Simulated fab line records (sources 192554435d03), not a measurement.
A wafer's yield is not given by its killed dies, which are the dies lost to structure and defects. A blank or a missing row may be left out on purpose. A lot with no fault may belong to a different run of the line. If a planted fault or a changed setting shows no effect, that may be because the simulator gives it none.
8D (eight disciplines) problem report, filled in by code | flow n5_finfet | the parts of the form that need people (team, actions taken, sign-off) are left out

## 1. THE ISSUE
Wafers without a fault read 3249 sccm, standard deviation 10; h2_flow_sccm at N5_BEOL_M12_STRIP_37 reads a mean of 3577 sccm on 4 wafers belonging to 2 lots. That puts it +33 standard deviations away from the usual mean.
The step: strips in N2/H2.
First seen on wafer L454.4, day 12 21:09, on plasma_asher-01. The record has a number at this step for 33 wafers belonging to 11 lots. By rule, "out" or "out of limits" means more than 4 standard deviations away from the usual mean. All remaining wafers that have a number are taken as sound.

## 2. WHAT THIS IS AND IS NOT
question                    | is                             | is not
which readings at this step | h2_flow_sccm                   | drypump_motor_current_A, heater_power_w, temp_c
which lots                  | L453, L454                     | L450, L451, L463, L464, L466, L467, L468, L469, L471
which wafers of those lots  | L453.1, L453.5, L454.4, L454.6 | L453.6, L454.5
read on which tools         | plasma_asher-01                | plasma_asher-02
when                        | from day 12 21:09              | up to then (7 sound wafers); but 22 sound wafers of L453, L463, L464, L466, L467, L468, L469, L471 came after

## 3. THE SUSPECTS, EACH WITH WHAT RULES IT OUT
Counting: a tool at a process step up to the reading stays a suspect if it ran every lot that is out. Sound lots after the first of them don't rule it out here, since some wafers of a struck lot are sound.
- plasma_asher-01 at N5_BEOL_M12_STRIP_63 (strips in N2/H2): kept. It ran every lot that is out, first L454 (day 12 19:50); its last sound lot up to then is L451 (day 12 13:22).
- plasma_asher-01 at N5_BEOL_M12_STRIP_37 (strips in N2/H2): kept. It ran every lot that is out, first L454 (day 12 21:09); its last sound lot up to then is L451 (day 12 14:32). Its own readings are out on those wafers: h2_flow_sccm.
- At N5_BEOL_M12_STRIP_37 on plasma_asher-01, chamber 1 took the sound wafers of the same lots and chamber 0 took the wafers that are out.
After counting, plasma_asher-01 at N5_BEOL_M12_STRIP_63 and plasma_asher-01 at N5_BEOL_M12_STRIP_37 remain.

## 4. THE CAUSE (what the simulator had put in)
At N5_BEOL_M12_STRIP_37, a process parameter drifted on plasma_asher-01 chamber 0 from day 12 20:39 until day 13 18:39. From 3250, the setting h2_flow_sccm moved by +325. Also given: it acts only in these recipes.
This tool is one of the 2 suspects left after counting.

## 5. THE EFFECT CHAIN, in route order
One row per reading whose mean, taken over the struck wafers that have a number, lies over 3 standard deviations from the usual. Only readings whose record carries a usual standard deviation are examined. hours: median over the lots of the time between each lot's start at the first step of this table that gives one and its start at this step. sigmas: the change, counted in usual standard deviations.
hours | step                 | reading      | usual     | on struck wafers | change | sigmas
0     | N5_BEOL_M12_STRIP_37 | h2_flow_sccm | 3249 sccm | 3577             | +328   | +33
The process steps in it:
- N5_BEOL_M12_STRIP_37: strips in N2/H2.

## 6. HOW IT WOULD HAVE BEEN CAUGHT EARLIER
0 hours passed between the start of the fault at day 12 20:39 and the first reading out of limits in this record, taken at day 12 21:09.
